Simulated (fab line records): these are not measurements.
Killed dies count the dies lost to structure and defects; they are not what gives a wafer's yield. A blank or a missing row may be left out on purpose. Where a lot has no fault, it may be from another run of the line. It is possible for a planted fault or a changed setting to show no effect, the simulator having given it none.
fab line records -- flow nandHarc
record: lots: 5, wafers: 15, lastDay: 33
route steps=1302 shown A_CHANNEL_HOLE_D2@601 A_CHANNEL_FILL_D2@610 END@1302
lots that met no fault: from a run of the same line without faults
startH: hours from the record's first day to the start of the lot's first wafer shown -- waitH: hours elapsed since this lot's preceding step -- " the same as in the row above -- L1.1+2: several wafers, shown together as one row -- - value missing, or start not given -- * or withheld: withheld -- < > ~ a bound
route shown NAME@n: names a module that has steps shown in the file, with the first one's number in the route -- usual: the fault-free wafers' mean and standard deviation -- same: alike in all rows -- chamber/n: place in a boat -- sites: per-site readings -- _std_site: the standard deviation of these -- _edge_site: mean of outer sites minus mean of inner sites -- radiusMm: for every site, how far away it sits from the centre of the wafer -- mask NAME#n: copy n -- behind: tool/chamber where the wafer was last shaped -- hold: why the lot went on hold/how many hours it stayed there/how the hold came to an end -- device: whichever transistor did not switch (one of n, p or np) -- end of line: the tests these same wafers got at the end of their route -- a step with no rows: only its recipe -- killed: dies that structure and defects cost at the first sort, which is not the same as the wafer's yield -- map: a wafer's dies, x killed, . not, _ none there
set.NAME: the setting that was run; set.NAME@STEP: the one run at that earlier step -- model.NAME: the simulator's own value behind a step, which no gauge read
lots at some steps of the route; a table a step, a row a wafer
services: when a tool's chamber went out of use (startH, in hours from the record's first day, below 0 if earlier), for how many hours, and the reason
== steps ==
step: NHARC_A_CHANNEL_HOLE_D2_STRIP_42
recipe: cf4FlowSccm: 100, chf3FlowSccm: 30, arFlowSccm: 0, biasW: 0, chemistry: CF4/CHF3
step: NHARC_A_CHANNEL_HOLE_D2_STRIP_43
recipe: o2FlowSccm: 400, cosFlowSccm: 20, arFlowSccm: 0, biasW: 0, chemistry: O2/COS
step: NHARC_A_CHANNEL_HOLE_D2_ETCH_44
recipe: targetDepthA: 1400, overetchA: 140, timeS: 77, ionEnergyEv: 100, cf4FlowSccm: 80, o2FlowSccm: 20, arFlowSccm: 0, rfW: 300, biasW: 100, chemistry: CF4/O2
usual: drypumpMotorCurrentA: 5.6/0.47, oes_o_777_au: 1.000/0.004, oesProductAu: 0.998/0.011, rfVppV: 198.1/1.6, showerheadPlenumPTorr: 1.35/0.066, throttleValvePct: 13.395/0.0098
lot.wafer,tool,chamber,startH,waitH,drypumpMotorCurrentA,oes_o_777_au,oesProductAu,rfHoursCounterH,rfVppV,showerheadPlenumPTorr,throttleValvePct
L390.3,rieDiel-10,0,328.40,0.0,6.2,1.002,1.001,3.7,199.5,1.43,13.410
L390.1,rieDiel-10,3,328.40,0.0,6.1,1.006,0.987,3.8,198.2,1.28,13.394
L390.6,rieDiel-10,1,328.40,0.0,5.0,0.999,0.999,-,200.6,1.40,13.410
L392.2,rieDiel-05,2,340.81,0.1,6.3,0.997,1.001,6.4,199.2,1.34,13.400
L392.3,rieDiel-05,3,340.81,0.1,5.0,1.000,0.989,7.9,198.8,1.41,13.375
L392.1,rieDiel-05,0,340.81,0.1,5.6,0.993,0.976,7.2,196.1,1.30,13.396
L399.4,rieDiel-10,0,406.12,0.1,6.2,0.998,1.002,8.7,199.2,1.43,13.401
L399.3,rieDiel-10,1,406.12,0.1,5.0,0.998,0.994,8.3,198.2,1.40,13.373
L399.2,rieDiel-10,2,406.12,0.1,5.6,1.000,0.989,9.2,196.8,1.32,13.401
L405.2,rieDiel-10,1,463.58,0.1,5.0,0.997,1.002,2.3,200.1,1.40,13.398
L405.6,rieDiel-10,0,463.58,0.1,6.2,0.999,0.999,-,199.6,1.43,13.402
L405.5,rieDiel-10,1,463.58,0.1,4.9,1.003,0.994,-,199.1,1.40,13.411
L409.1,rieDiel-10,3,512.21,0.1,6.1,1.001,1.002,4.4,196.5,1.28,13.370
L409.3,rieDiel-10,1,512.21,0.1,5.0,1.001,1.002,4.0,197.5,1.40,13.395
L409.5,rieDiel-10,2,512.21,0.1,5.6,1.001,1.009,-,197.5,1.32,13.398
step: NHARC_A_CHANNEL_HOLE_D2_STRIP_28
recipe: o2FlowSccm: 500, arFlowSccm: 0, biasW: 0, chemistry: O2
usual: drypumpMotorCurrentA: 5.6/0.46, oesProductAu: 1.000/0.011, rfVppV: 57.9/0.95, showerheadPlenumPTorr: 3.55/0.16, throttleValvePct: 17.036/0.0083
lot.wafer,tool,chamber,startH,waitH,drypumpMotorCurrentA,oesProductAu,rfHoursCounterH,rfVppV,showerheadPlenumPTorr,throttleValvePct
L390.3,rieDiel-10,3,-,-,6.1,0.988,3.9,56.1,3.39,17.038
L390.1,rieDiel-10,0,-,-,6.2,1.004,3.8,59.6,3.78,17.039
L390.6,rieDiel-10,2,-,-,5.6,0.999,-,60.0,3.49,17.031
L392.2,rieDiel-05,3,-,-,5.0,0.988,7.9,60.2,3.71,17.031
L392.1,rieDiel-05,0,-,-,5.6,0.982,7.2,56.7,3.43,17.034
L392.3,rieDiel-05,2,-,-,6.3,1.002,6.5,58.3,3.55,17.027
L399.3,rieDiel-10,3,-,-,6.1,0.987,8.9,57.7,3.38,17.047
L399.2,rieDiel-10,0,-,-,6.3,1.017,8.8,57.0,3.77,17.034
L399.4,rieDiel-10,1,-,-,5.0,0.999,8.3,59.4,3.70,17.032
L405.2,rieDiel-10,2,-,-,5.6,1.012,2.5,59.9,3.48,17.048
L405.6,rieDiel-10,3,-,-,6.1,1.008,-,57.4,3.38,17.022
L405.5,rieDiel-10,0,-,-,6.2,1.006,-,60.0,3.77,17.034
L409.1,rieDiel-10,0,-,-,6.2,0.997,4.2,58.3,3.77,17.033
L409.3,rieDiel-10,2,-,-,5.6,1.017,4.4,57.9,3.48,17.046
L409.5,rieDiel-10,0,-,-,6.3,0.993,-,58.2,3.77,17.034
step: NHARC_A_CHANNEL_HOLE_D2_PRECLEAN_29
recipe: timeS: *, tempC: 50, bathAgeMin: 0, chemistry: SC1
step: NHARC_A_CHANNEL_HOLE_D2_SRD_30
step: NHARC_A_CHANNEL_HOLE_D2_CD_MEAS_31
usual: cdNm: 89.9/1.3
lot.wafer,tool,chamber,startH,waitH,cdNm
L390.1,cdSem-01,-,329.20,-,90.3
L390.3,cdSem-01,-,329.20,-,91.5
L390.6,cdSem-01,-,329.20,-,90.8
L392.1,cdSem-01,-,341.61,-,88.6
L392.2,cdSem-01,-,341.61,-,88.7
L392.3,cdSem-01,-,341.61,-,88.8
L399.2,cdSem-03,-,406.92,-,90.7
L399.3,cdSem-03,-,406.92,-,91.0
L399.4,cdSem-03,-,406.92,-,92.1
L405.2,cdSem-01,-,464.38,-,90.7
L405.5,cdSem-01,-,464.38,-,92.2
L405.6,cdSem-01,-,464.38,-,89.4
L409.1,cdSem-03,-,513.00,-,90.0
L409.3,cdSem-03,-,513.00,-,89.9
L409.5,cdSem-03,-,513.00,-,91.0
step: NHARC_A_CHANNEL_HOLE_D2_XSEM_32
recipe: landingEnergyEv: 35000
usual: botCdNm: 74.4/1.3, bowNm: 8.59/0.26, tiltDeg: 0.06/0.042
lot.wafer,tool,chamber,startH,waitH,botCdNm,bowNm,tiltDeg
L390.1,xsem-02,0,329.29,0.1,73.9,8.70,0.11
L390.3,xsem-02,0,329.29,0.1,74.4,8.64,0.11
L390.6,xsem-02,0,329.29,0.1,75.1,8.64,0.11
L392.1,xsem-02,0,341.71,0.1,73.2,8.75,0.11
L392.2,xsem-02,0,341.71,0.1,72.2,8.68,0.11
L392.3,xsem-02,0,341.71,0.1,73.5,8.79,0.11
L399.2,xsem-01,0,407.01,0.1,75.3,8.78,-0.04
L399.3,xsem-01,0,407.01,0.1,75.6,8.82,-0.04
L399.4,xsem-01,0,407.01,0.1,77.3,8.67,-0.04
L405.2,xsem-01,0,464.47,0.1,75.0,8.42,0.07
L405.5,xsem-01,0,464.47,0.1,76.0,8.39,0.07
L405.6,xsem-01,0,464.47,0.1,73.9,8.38,0.07
L409.1,xsem-02,0,513.09,0.1,75.0,8.28,0.00
L409.3,xsem-02,0,513.09,0.1,75.1,8.20,0.00
L409.5,xsem-02,0,513.09,0.1,76.9,8.28,0.00
step: NHARC_A_CHANNEL_HOLE_D2_INSPECT_40
usual: rawDefectCount: 272/71
lot.wafer,tool,chamber,startH,waitH,rawDefectCount
L390.1,defectInspect-01,-,329.39,-,362
L390.3,defectInspect-01,-,329.39,-,260
L390.6,defectInspect-01,-,329.39,-,288
L392.1,defectInspect-01,-,341.80,-,231
L392.2,defectInspect-01,-,341.80,-,186
L392.3,defectInspect-01,-,341.80,-,286
L399.2,defectInspect-02,-,407.10,-,235
L399.3,defectInspect-02,-,407.10,-,198
L399.4,defectInspect-02,-,407.10,-,263
L405.2,defectInspect-01,-,464.56,-,271
L405.5,defectInspect-01,-,464.56,-,201
L405.6,defectInspect-01,-,464.56,-,229
L409.1,defectInspect-01,-,513.19,-,270
L409.3,defectInspect-01,-,513.19,-,402
L409.5,defectInspect-01,-,513.19,-,154
step: NHARC_A_CHANNEL_FILL_D2_PRECLEAN_00
recipe: timeS: *, tempC: 50, bathAgeMin: 0, chemistry: SC1
step: NHARC_A_CHANNEL_FILL_D2_SRD_01
step: NHARC_A_CHANNEL_FILL_D2_ALD_02
recipe: targetThkA: 60, pulseTimeS: 10, aldCycles: 60, tempC: 300, material: SiO2
usual: heaterPowerW: 454/69, precursorPulseHeightRel: 0.999/0.019, susceptorTempC: 300.00/0.2
lot.wafer,tool,chamber,startH,waitH,heaterPowerW,precursorPulseHeightRel,susceptorTempC
L390.3,aldHk-04,0,329.58,-,512,0.980,299.85
L390.1,aldHk-04,3,329.58,-,463,1.021,300.18
L390.6,aldHk-04,0,329.58,-,508,0.985,300.08
L392.3,aldHk-03,3,342.00,-,534,0.988,299.81
L392.2,aldHk-03,1,342.00,-,479,0.986,300.13
L392.1,aldHk-03,2,342.00,-,453,1.027,300.24
L399.2,aldHk-01,3,407.30,-,343,0.988,300.22
L399.4,aldHk-01,0,407.30,-,474,1.008,299.91
L399.3,aldHk-01,1,407.30,-,570,1.016,300.26
L405.2,aldHk-01,1,464.76,-,592,0.994,300.01
L405.6,aldHk-01,1,464.76,-,575,0.990,300.23
L405.5,aldHk-01,2,464.76,-,346,1.018,299.91
L409.1,aldHk-04,1,513.39,-,436,0.996,300.04
L409.3,aldHk-04,2,513.39,-,435,0.994,299.86
L409.5,aldHk-04,2,513.39,-,446,1.015,300.03
step: NHARC_A_CHANNEL_FILL_D2_ALD_03
recipe: targetThkA: 60, pulseTimeS: 60, aldCycles: 58, tempC: 630, pressureTorr: 2, material: SiNx
usual: precursorPulseHeightRel: 1.002/0.022, susceptorTempC: 630.02/0.28
lot.wafer,tool,chamber,startH,waitH,precursorPulseHeightRel,susceptorTempC
L390.1,aldSinBatch-01,0,333.02,-,1.011,629.79
L390.3,aldSinBatch-01,0,333.02,-,0.984,630.38
L390.6,aldSinBatch-01,0,333.02,-,0.993,629.78
L392.1,aldSinBatch-01,0,345.45,-,0.963,629.44
L392.2,aldSinBatch-01,0,345.45,-,1.063,629.97
L392.3,aldSinBatch-01,0,345.45,-,1.014,629.51
L399.2,aldSinBatch-01,0,411.17,-,0.983,644.67
L399.3,aldSinBatch-01,0,411.17,-,1.007,644.29
L399.4,aldSinBatch-01,0,411.17,-,0.988,644.54
L405.2,aldSinBatch-02,0,468.22,-,0.997,630.21
L405.5,aldSinBatch-02,0,468.22,-,1.042,629.56
L405.6,aldSinBatch-02,0,468.22,-,1.006,630.15
L409.1,aldSinBatch-02,0,516.83,-,0.942,630.37
L409.3,aldSinBatch-02,0,516.83,-,0.961,630.08
L409.5,aldSinBatch-02,0,516.83,-,0.978,629.95
step: NHARC_A_CHANNEL_FILL_D2_ALD_14
recipe: targetThkA: 25, pulseTimeS: 10, aldCycles: 25, tempC: 300, material: SiO2
usual: heaterPowerW: 461/71, precursorPulseHeightRel: 1.000/0.02, susceptorTempC: 300.01/0.19
lot.wafer,tool,chamber,startH,waitH,heaterPowerW,precursorPulseHeightRel,susceptorTempC
L390.3,aldHk-03,2,336.64,0.1,443,0.993,300.23
L390.1,aldHk-03,0,336.64,0.1,510,0.974,299.73
L390.6,aldHk-03,2,336.64,0.1,440,1.009,299.94
L392.2,aldHk-03,1,349.04,0.0,481,1.002,299.93
L392.3,aldHk-03,2,349.04,0.0,427,1.011,299.88
L392.1,aldHk-03,3,349.04,0.0,534,0.954,299.95
L399.3,aldHk-01,0,414.75,0.0,465,0.983,299.80
L399.2,aldHk-01,1,414.75,0.0,574,0.995,299.67
L399.4,aldHk-01,2,414.75,0.0,350,1.031,300.20
L405.2,aldHk-03,0,471.83,0.1,482,1.012,299.79
L405.5,aldHk-03,0,471.83,0.1,485,0.977,299.59
L405.6,aldHk-03,1,471.83,0.1,461,1.025,299.95
L409.3,aldHk-01,1,520.47,0.1,574,1.019,300.12
L409.1,aldHk-01,2,520.47,0.1,342,0.999,300.07
L409.5,aldHk-01,0,520.47,0.1,476,1.000,300.13
step: NHARC_A_CHANNEL_FILL_D2_ALD_15
recipe: targetThkA: 20, pulseTimeS: 60, aldCycles: 19, tempC: 630, pressureTorr: 2, material: SiNx
usual: precursorPulseHeightRel: 1.001/0.02, susceptorTempC: 630.04/0.28
lot.wafer,tool,chamber,startH,waitH,precursorPulseHeightRel,susceptorTempC
L390.1,aldSinBatch-02,0,339.72,-,1.020,-
L390.3,aldSinBatch-02,0,339.72,-,0.946,-
L390.6,aldSinBatch-02,0,339.72,-,0.976,-
L392.1,aldSinBatch-01,0,352.16,-,0.962,629.92
L392.2,aldSinBatch-01,0,352.16,-,1.018,630.02
L392.3,aldSinBatch-01,0,352.16,-,0.985,629.97
L399.2,aldSinBatch-01,0,418.10,3.2,1.015,-
L399.3,aldSinBatch-01,0,418.10,3.2,1.032,-
L399.4,aldSinBatch-01,0,418.10,3.2,1.015,-
L405.2,aldSinBatch-03,0,475.19,3.3,1.056,630.03
L405.5,aldSinBatch-03,0,475.19,3.3,1.018,629.63
L405.6,aldSinBatch-03,0,475.19,3.3,1.002,629.50
L409.1,aldSinBatch-02,0,523.56,-,0.983,629.80
L409.3,aldSinBatch-02,0,523.56,-,0.982,629.69
L409.5,aldSinBatch-02,0,523.56,-,0.998,629.84
step: NHARC_A_CHANNEL_FILL_D2_ALD_16
recipe: targetThkA: 15, pulseTimeS: 10, aldCycles: 15, tempC: 300, material: SiO2
step: NHARC_END_SORT_01
recipe: tempC: 25
usual: killedAtArray: 54/17, killedAtOther: 1.0/1.4, killedAtPeriphery: 3.6/2.1, killedDies: 58/17, killedOpen: 3.2/2, killedShort: 2.5/1.5
same: grossDies: 677
lot.wafer,tool,chamber,startH,waitH,killedAtArray,killedAtOther,killedAtPeriphery,killedDies,killedOpen,killedShort
L390.1,prober-01,0,586.73,2.5,65,0,2,67,3,1
L390.3,prober-01,0,588.34,3.1,84,0,2,86,5,2
L390.6,prober-01,0,590.75,4.0,87,1,5,93,3,3
L392.1,prober-02,0,600.72,2.5,29,4,0,33,0,1
L392.2,prober-02,0,601.52,2.8,54,2,5,61,4,2
L392.3,prober-02,0,602.32,3.1,59,6,3,68,3,5
L399.2,prober-02,0,659.66,2.8,50,1,4,55,0,5
L399.3,prober-02,0,660.46,3.1,56,1,5,62,5,2
L399.4,prober-02,0,661.26,3.4,49,2,2,53,2,2
L405.2,prober-02,0,722.94,2.8,67,0,5,72,3,0
L405.5,prober-02,0,725.31,3.7,72,0,5,77,2,4
L405.6,prober-02,0,726.11,4.0,62,1,3,66,1,0
L409.1,prober-02,0,779.44,2.5,20,0,5,25,3,0
L409.3,prober-02,0,781.06,3.1,35,1,5,41,2,4
L409.5,prober-02,0,782.67,3.7,33,1,4,38,5,1
killed by level:class
L390.1 A_CHANNEL_HOLE_D1:chamberFilmFlake=27 A_SLIT:chamberFilmFlake=26 A_CHANNEL_HOLE_D2:chamberFilmFlake=5 A_STAIRCASE:chamberFilmFlake=2 P_M1:geometricParticle:open=1 A_ONON_D2:geometricParticle:open=1 A_SGD_CUT:geometricParticle:short=1 A_BLC:geometricParticle:open=1
L390.3 A_SLIT:chamberFilmFlake=33 A_CHANNEL_HOLE_D1:chamberFilmFlake=28 A_CHANNEL_HOLE_D2:chamberFilmFlake=15 P_CONTACT:geometricParticle:open=2 A_CHANNEL_FILL_D1:geometricParticle:open=1 A_ONON_D2:geometricParticle:short=1 A_CHANNEL_HOLE_D2:geometricParticle:short=1 A_SGD_CUT:geometricParticle:open=1
L390.6 A_CHANNEL_HOLE_D1:chamberFilmFlake=35 A_SLIT:chamberFilmFlake=27 A_CHANNEL_HOLE_D2:chamberFilmFlake=16 P_ZERO_WELL:chamberFilmFlake=2 A_BONDPAD:chamberFilmFlake=2 P_CONTACT:geometricParticle:open=1 P_M0:geometricParticle:short=1 P_M1:geometricParticle:open=1
L392.1 A_CHANNEL_HOLE_D2:chamberFilmFlake=9 A_STAIRCASE:chamberFilmFlake=5 THIN_TSV:chamberFilmFlake=4 A_CHANNEL_HOLE_D1:chamberFilmFlake=3 A_M0:chamberFilmFlake=3 A_CONTACT:chamberFilmFlake=2 A_M0:geometricParticle:short=1 A_ZERO_WELL:chamberFilmFlake=1
L392.2 A_CHANNEL_HOLE_D2:chamberFilmFlake=31 A_STAIRCASE:chamberFilmFlake=5 A_M0:chamberFilmFlake=5 P_ZERO_WELL:chamberFilmFlake=3 A_DECK1_JOINT:chamberFilmFlake=3 A_CONTACT:chamberFilmFlake=3 A_CHANNEL_HOLE_D1:chamberFilmFlake=2 THIN_TSV:chamberFilmFlake=2
L392.3 A_CHANNEL_HOLE_D2:chamberFilmFlake=32 A_STAIRCASE:chamberFilmFlake=7 THIN_TSV:chamberFilmFlake=6 A_M0:chamberFilmFlake=4 A_CHANNEL_HOLE_D1:chamberFilmFlake=3 A_CHANNEL_FILL_D2:chamberFilmFlake=3 A_M0:geometricParticle:open=2 P_ZERO_WELL:chamberFilmFlake=2
L399.2 A_CHANNEL_HOLE_D2:chamberFilmFlake=20 A_CHANNEL_HOLE_D1:chamberFilmFlake=16 A_SLIT:chamberFilmFlake=5 P_GATE:chamberFilmFlake=3 A_ONON_D1:geometricParticle:short=2 A_CONTACT:chamberFilmFlake=2 A_ONON_D2:geometricParticle:short=1 A_CHANNEL_HOLE_D2:geometricParticle:short=1
L399.3 A_CHANNEL_HOLE_D1:chamberFilmFlake=32 A_CHANNEL_HOLE_D2:chamberFilmFlake=16 P_CONTACT:geometricParticle:open=2 A_CHANNEL_FILL_D2:chamberFilmFlake=2 A_SLIT:chamberFilmFlake=2 P_BONDPAD:geometricParticle:open=1 A_ONON_D2:geometricParticle:short=1 A_CHANNEL_HOLE_D2:geometricParticle:open=1
L399.4 A_CHANNEL_HOLE_D2:chamberFilmFlake=19 A_CHANNEL_HOLE_D1:chamberFilmFlake=13 A_SLIT:chamberFilmFlake=5 A_CONTACT:chamberFilmFlake=5 A_STAIRCASE:chamberFilmFlake=3 A_CHANNEL_FILL_D1:geometricParticle:open=1 A_ONON_D2:geometricParticle:short=1 A_WL_FILL:geometricParticle:open=1
L405.2 A_SLIT:chamberFilmFlake=28 A_CHANNEL_HOLE_D2:chamberFilmFlake=17 A_CHANNEL_HOLE_D1:chamberFilmFlake=14 P_STI:chamberFilmFlake=2 A_ZERO_WELL:chamberFilmFlake=2 A_STAIRCASE:chamberFilmFlake=2 A_CHANNEL_FILL_D1:geometricParticle:open=1 A_ONON_D2:geometricParticle:open=1
L405.5 A_SLIT:chamberFilmFlake=28 A_CHANNEL_HOLE_D2:chamberFilmFlake=23 A_CHANNEL_HOLE_D1:chamberFilmFlake=9 A_CHANNEL_FILL_D1:chamberFilmFlake=3 A_CONTACT:chamberFilmFlake=2 P_M0:geometricParticle:open=1 A_CHANNEL_FILL_D1:geometricParticle:open=1 A_DECK1_JOINT:geometricParticle:short=1
L405.6 A_SLIT:chamberFilmFlake=28 A_CHANNEL_HOLE_D2:chamberFilmFlake=22 A_CHANNEL_HOLE_D1:chamberFilmFlake=5 P_M1:chamberFilmFlake=3 A_CHANNEL_FILL_D1:chamberFilmFlake=2 A_STAIRCASE:chamberFilmFlake=2 A_CONTACT:chamberFilmFlake=2 STARTING-WAFER:geometricParticle:open=1
L409.1 A_SLIT:chamberFilmFlake=9 A_STAIRCASE:chamberFilmFlake=3 P_GATE:chamberFilmFlake=2 A_CHANNEL_HOLE_D1:unspecified=2 A_SGD_CUT:chamberFilmFlake=2 A_CONTACT:chamberFilmFlake=2 P_GATE:geometricParticle:open=1 A_ONON_D1:geometricParticle:open=1
L409.3 A_STAIRCASE:chamberFilmFlake=11 A_SLIT:chamberFilmFlake=6 A_SGD_CUT:chamberFilmFlake=3 A_WL_FILL:chamberFilmFlake=3 A_CONTACT:chamberFilmFlake=3 A_ONON_D1:geometricParticle:short=2 P_ZERO_WELL:chamberFilmFlake=2 A_CHANNEL_HOLE_D1:unspecified=2
L409.5 A_CONTACT:chamberFilmFlake=9 A_SLIT:chamberFilmFlake=7 A_STAIRCASE:chamberFilmFlake=6 A_CHANNEL_HOLE_D1:unspecified=3 P_ZERO_WELL:chamberFilmFlake=2 P_GATE:chamberFilmFlake=2 A_ONON_D1:geometricParticle:open=1 A_ONON_D2:geometricParticle:open=1
== services ==
tool,chamber,startH,hours,kind
rieDiel-10,0,325.00,-,clean
rieDiel-10,1,325.00,-,clean
rieDiel-10,2,325.00,-,clean
rieDiel-10,3,325.00,-,clean
aldHk-04,-,334.70,1.4,repair
aldSinBatch-03,-,349.80,15.6,repair
aldHk-03,-,356.53,1.1,repair
xsem-02,-,365.73,0.2,repair
xsem-01,-,374.00,14.0,pm
rieDiel-05,3,382.28,13.2,repair
rieDiel-10,0,389.88,7.4,repair
aldHk-03,-,392.94,10.0,pm
rieDiel-05,0,397.94,7.1,repair
rieDiel-05,-,406.80,9.0,pm
aldSinBatch-02,-,416.34,8.0,repair
rieDiel-10,-,419.50,9.0,pm
rieDiel-05,1,421.32,13.4,repair
xsem-02,-,427.06,3.4,repair
aldHk-04,-,434.30,10.0,pm
rieDiel-05,-,465.20,0.4,repair
aldHk-01,-,478.38,10.0,pm
rieDiel-05,0,496.11,4.1,repair
aldSinBatch-01,-,507.43,26.0,pm
rieDiel-05,1,522.02,4.5,repair
== key ==
firstSign: step: NHARC_A_CHANNEL_FILL_D2_ALD_03, reading: susceptorTempC, direction: up, sigmas: 52, usual: *, struck: *
effect none on later readings
metAt NHARC_A_CHANNEL_FILL_D2_ALD_03,NHARC_A_CHANNEL_FILL_D2_ALD_15
struckWafers L399.2,L399.3,L399.4
testerLeftOut L399
fault: kind: processParameterDrift, tool: aldSinBatch-01, chamber: -, onsetH: 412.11, steps: NHARC_A_CHANNEL_FILL_D1_ALD_03,NHARC_A_CHANNEL_FILL_D1_ALD_15,NHARC_A_CHANNEL_FILL_D2_ALD_03,NHARC_A_CHANNEL_FILL_D2_ALD_15, channel: tempC, offset: *, shape: step, endH: 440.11, stated: *
testerLeftOut: of these lots the tester's yield and bins aren't shown, on N5 and GAA mostly nor the transistor test; their killed dies are dies lost to structure and defects alone, not to doping, threshold or leakage, so they don't give the yield
